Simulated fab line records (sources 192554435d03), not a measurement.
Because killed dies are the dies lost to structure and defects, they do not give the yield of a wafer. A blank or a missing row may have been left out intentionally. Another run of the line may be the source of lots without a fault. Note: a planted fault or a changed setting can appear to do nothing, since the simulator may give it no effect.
Split-lot trial    flow n5-finfet    7 lots, 21 wafers read, on a route of 1938 steps

## THE SPLIT
At N5_FIN_SAQP_HM_DEP_03 (deposits SiNx from SiH4/NH3/N2, target thk 38 nm, time 33.6 s), the setting time-s was moved away from the recipe's 33.6 s on 5 of the 21 wafers read, by -13.2% to -4.2%. All remaining wafers had this setting at the recipe value.

## FROM THE SPLIT TO THE READING: what the file shows between them, 15 steps
- N5_FIN_SAQP_THK_MEAS_05
- N5_FIN_SAQP_EXPOSE_13: exposes mask FIN CORE, target cd 35.6 nm (also split here: dose-mj)
- N5_FIN_SAQP_PEB_14: peb time 60 s
- N5_FIN_SAQP_DEVELOP_15: develop time 30 s
- N5_FIN_SAQP_CD_MEAS_16: target cd 35.6 nm
- N5_FIN_SAQP_ETCH_57: etches SiNx in CH3F/O2, target depth 32.5 nm, time 46.4 s
- N5_FIN_SAQP_ETCH_65: etches SiO2 in CF4, target depth 4 nm, time 4.4 s
- N5_FIN_SAQP_MANDREL_ETCH_58: etches a-Si in HBr/Cl2, stops on SiNx, target depth 45 nm, bt time 10 s, time 27 s
- N5_FIN_SAQP_RECESS_63: chemistry HF/NH3, target SiO2, target depth 18 nm, afs cycles 3, sublimation time 60 s
- N5_FIN_SAQP_COAT_68: time 60 s, resist thk 100 nm
- N5_FIN_SAQP_MANDREL2_REMOVE_60: chemistry HBr/Cl2/O2, target a-Si, stops on SiNx, bt time 10 s
- N5_FIN_SAQP_HM_OPEN_33: chemistry CH3F/O2, target SiNx, target depth 49.4 nm, time 70.6 s
- N5_FIN_SAQP_ETCH_34: etches SiO2 in C4F6/O2, target depth 45 nm, time 15 s
- N5_FIN_SAQP_STRIP_77: strips in N2/H2, time 90 s
- N5_FIN_SAQP_ETCH_64: etches SiO2 in CF4, target depth 1.5 nm

## THE READING
SiNx_of_FIN_SAQP_HM_DEP_03.thk-nm (the simulator's own value, which no gauge read), in nm, at N5_FIN_SAQP_FIN_ETCH_36 (etches the open film in HBr/Cl2/O2, target depth 120 nm, time 50.4 s). No usual value for it is given in the file. Here, 16 wafers ran the recipe; their average is 21.2 nm with a standard deviation of 0.64 nm.

wafer   tool, chamber at the split  time-s as run, s  against the recipe  SiNx_of_FIN_SAQP_HM_DEP_03.thk-nm, nm  against lot-mates on the recipe
L076.1  pecvd-04, 1                 33.6              recipe              20.6                                   -
L076.2  pecvd-04, 0                 29.18             -13.2%              15.2                                   -5.9
L076.3  pecvd-04, 2                 33.6              recipe              21.6                                   -
L080.1  pecvd-03, 0                 33.6              recipe              20                                     -
L080.4  pecvd-03, 1                 33.6              recipe              22.2                                   -
L080.5  pecvd-03, 0                 33.6              recipe              21.6                                   -
L083.2  pecvd-03, 0                 33.6              recipe              20.6                                   -
L083.3  pecvd-03, 2                 33.6              recipe              21.4                                   -
L083.4  pecvd-03, 0                 33.6              recipe              21.6                                   -
L084.3  pecvd-03, 1                 33.6              recipe              21.2                                   -
L084.4  pecvd-03, 0                 33.6              recipe              22                                     -
L084.6  pecvd-03, 2                 33.6              recipe              22                                     -
L085.3  pecvd-03, 0                 33.6              recipe              20.2                                   -
L085.4  pecvd-03, 0                 30.34             -9.7%               17.6                                   -2.6
L085.6  pecvd-03, 2                 30.34             -9.7%               17.4                                   -2.8
L090.1  pecvd-02, 2                 32.2              -4.2%               19.4                                   -2.0
L090.3  pecvd-02, 0                 33.6              recipe              21.4                                   -
L090.4  pecvd-02, 2                 32.2              -4.2%               19.8                                   -1.6
L093.1  pecvd-03, 0                 33.6              recipe              20.6                                   -
L093.3  pecvd-03, 1                 33.6              recipe              21.2                                   -
L093.5  pecvd-03, 0                 33.6              recipe              21.6                                   -

FIT RESULTS
A straight line over all 21 wafers: SiNx_of_FIN_SAQP_HM_DEP_03.thk-nm changes by +0.42 nm for each +1% of time-s; r = +0.94; the points scatter about the line by 0.61 nm.
The same after taking each lot's own level away (the mean of its wafers on the recipe; 21 wafers): +0.367 nm for each +1%; r = +0.92; scatter 0.63 nm.
According to that fit, moving time-s by its largest amount changes the reading by 4.8 nm.
The lots' own levels span 20.20 to 21.73 nm, that is 2.4 times the standard deviation above.
Thus the slope moves with the lot-to-lot level: the two fits are different.
Check: -3.95 nm against its lot-mates is what the line predicts for one of the wafers moved furthest among these (-13.2%) when that wafer is left out of the fit. It came out at -5.9 nm against them.

## THE OTHER SPLITS THESE WAFERS WENT THROUGH
Other splits were also applied to these wafers ahead of the reading. Each is held against what the fit with the lots' levels taken away leaves over:
other split on the same wafers  wafers away from the commonest value  r with SiNx_of_FIN_SAQP_HM_DEP_03.thk-nm (lot level and that fit taken away)
N5_WELL_APT_EXPOSE_05 dose-mj   4                                     +0.02
N5_WELL_APT_DESCUM_13 time-s    9                                     -0.13
N5_FIN_SAQP_EXPOSE_13 dose-mj   11                                    -0.35

## THE WHOLE CHAIN: every reading that the file lists as answering this split, in the file's order
step                         what it does                                                                        reading                                                                             change (the file's fit)                r (the file's)
N5_FIN_SAQP_HM_DEP_03        deposits SiNx from SiH4/NH3/N2, target thk 38 nm, time 33.6 s                       SiNx_of_FIN_SAQP_HM_DEP_03.thk-nm (the simulator's own value, which no gauge read)  +0.37 nm for each +1% of the setting   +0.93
N5_FIN_SAQP_THK_MEAS_05                                                                                          thk-nm                                                                              withheld for each +1% of the setting   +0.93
N5_FIN_SAQP_MANDREL_ETCH_58  etches a-Si in HBr/Cl2, stops on SiNx, target depth 45 nm, bt time 10 s, time 27 s  SiNx_of_FIN_SAQP_HM_DEP_03.thk-nm (the simulator's own value, which no gauge read)  +0.375 nm for each +1% of the setting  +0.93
N5_FIN_SAQP_HM_OPEN_33       chemistry CH3F/O2, target SiNx, target depth 49.4 nm, time 70.6 s                   etch-rf-on-time-s                                                                   withheld for each +1% of the setting   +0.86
N5_FIN_SAQP_HM_OPEN_33       chemistry CH3F/O2, target SiNx, target depth 49.4 nm, time 70.6 s                   etch.depth-nm (the simulator's own value, which no gauge read)                      +0.374 nm for each +1% of the setting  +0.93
N5_FIN_SAQP_FIN_ETCH_36      etches the open film in HBr/Cl2/O2, target depth 120 nm, time 50.4 s                SiNx_of_FIN_SAQP_HM_DEP_03.thk-nm (the simulator's own value, which no gauge read)  +0.391 nm for each +1% of the setting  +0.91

## THE FILE'S OWN FIT
SiNx_of_FIN_SAQP_HM_DEP_03.thk-nm changes by +0.391 nm for each +1% of time-s, r = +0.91.
